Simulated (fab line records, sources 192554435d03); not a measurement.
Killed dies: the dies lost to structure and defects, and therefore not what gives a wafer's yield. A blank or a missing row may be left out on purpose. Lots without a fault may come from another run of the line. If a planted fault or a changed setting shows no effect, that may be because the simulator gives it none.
A lot that was struck, set against a sound lot | flow n5Finfet | 27 out of 1938 route steps
Sound: wafers L681.2, L681.3, L681.5. Wafers struck: L680.1, L680.5, L680.6. The cause comes at the end.
Each step with rows lists, per side, the tool, then ch with its chambers, then its first start. Under that, the readings that differ: sound wafers | struck wafers | difference of the means | sigmas: that difference in standard deviations of wafers without a fault.
alike: a reading whose means differ by less than 2 such deviations, as well as words and numbers matching on both sides. not compared: withheld readings; readings where some wafer has no value; bounds like >300 that might hide an equal value; numbers whose values overlap and for which the record gives no deviation.
Wherever a step has rows on one side only, a row that says differs or no value, or a row with sigmas, the two part there. Numbers that don't overlap but have no deviation are shown without sigmas and don't part them. A reading missing from all wafers of one side parts the sides only when that side holds two or more wafers.

first, 9 steps without rows for these wafers: N5_BEOL_M5_DESCUM_16 (chemistry O2, time 7 s); N5_BEOL_M5_ETCH_72 (etches underlayer in N2/H2, target depth 6.5 nm, time 5.2 s); N5_BEOL_M5_ETCH_61 (etches SiARC in CF4, target depth 15.6 nm, time 26 s); N5_BEOL_M5_ETCH_62 (etches SOC in N2/H2, target depth 75 nm, overetch 15 nm, time 112.5 s); N5_BEOL_M5_STRIP_63 (strips in N2/H2); N5_BEOL_M5_STRIP_73 (strips in N2/H2); N5_BEOL_M5_STRIP_64 (strips in CF4); N5_BEOL_M5_HM_OPEN_17 (chemistry Cl2/BCl3, target TiN, target depth 20 nm, overetch 6 nm); N5_BEOL_M5_STRIP_19 (strips in O2).
N5_BEOL_M5_COAT_65: time 60 s, resist thk 60 nm.
  sound on lithoTrack-03 ch 0, day 15 17:43; struck on lithoTrack-01 ch 0, day 15 07:56
reading                                 | sound                | struck               | difference | sigmas
spinSpeedRpm (rpm)                      | 1499.7 1499.1 1499.2 | 1431.8 1431.7 1433.2 | -67.1      | -86
model.SOC_of_BEOL_M5_COAT_65.thkNm (nm) | 59.8 60 59.8         | 61.4 61.4 61.2       | +1.5       | 
then, 11 steps without rows for these wafers: N5_BEOL_M5_COAT_66 (time 60 s, resist thk 12 nm); N5_BEOL_M5_COAT_74 (time 60 s, resist thk 5 nm); N5_BEOL_M5_COAT_22 (resist thk 30 nm); N5_BEOL_M5_EBR_24; N5_BEOL_M5_SOFTBAKE_23 (time 60 s); N5_BEOL_M5_EXPOSE_25 (exposes mask V4, defocus 10 nm); N5_BEOL_M5_PEB_26 (peb time 60 s); N5_BEOL_M5_DEVELOP_27 (develop time 30 s); N5_BEOL_M5_DESCUM_33 (chemistry O2, time 7 s); N5_BEOL_M5_ETCH_75 (etches underlayer in N2/H2, target depth 6.5 nm, time 5.2 s); N5_BEOL_M5_ETCH_67 (etches SiARC in CF4, target depth 15.6 nm, time 26 s).
N5_BEOL_M5_ETCH_68: etches SOC in N2/H2, target depth 80 nm, overetch 16 nm, time 120 s.
  sound on rieDiel-06 ch 1,3, day 15 18:22; struck on rieDiel-02 ch 1,2,3, day 15 08:36
reading                 | sound            | struck          | difference | sigmas
model.etch.depthNm (nm) | 59.8 59.91 59.88 | 61.4 61.34 61.3 | +1.5       | 
  alike: chamberPressureMTorr, drypumpMotorCurrentA, oesProductAu, rfVppV, showerheadPlenumPTorr, throttleValvePct
  not compared: rfHoursCounterH
then, 2 steps without rows for these wafers: N5_BEOL_M5_STRIP_69 (strips in N2/H2); N5_BEOL_M5_STRIP_76 (strips in N2/H2).
N5_BEOL_M5_VIA_ETCH_34: etches SiCOH lowk in C4F6/O2, target depth 88.3 nm, time 39.2 s.
  sound on rieDiel-06 ch 1,3, day 15 18:28; struck on rieDiel-02 ch 1,2,3, day 15 08:42
reading                                 | sound        | struck     | difference | sigmas
model.SOC_of_BEOL_M5_COAT_65.thkNm (nm) | 55.8 55.8 56 | 57.6 57 57 | +1.3       | 
  alike: chamberPressureMTorr, drypumpMotorCurrentA, mfcArSccm, oes_ar_750_au, oesProductAu, rfVppV, showerheadPlenumPTorr, throttleValvePct
  not compared: rfHoursCounterH
then, 1 step without rows for these wafers: N5_BEOL_M5_STRIP_85 (strips in C4F6/O2).
N5_PASSIVATION_PROBE_49:
  the record has rows for the sound wafers here (prober-01, day 20 22:15) and none for the struck ones

== WHERE THEY PART ==
First at N5_BEOL_M5_COAT_65; last, within this record, at N5_PASSIVATION_PROBE_49.

WHY: whatever the simulator had introduced
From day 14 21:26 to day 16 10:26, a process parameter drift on lithoTrack-01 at N5_BEOL_M5_COAT_65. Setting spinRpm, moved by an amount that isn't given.
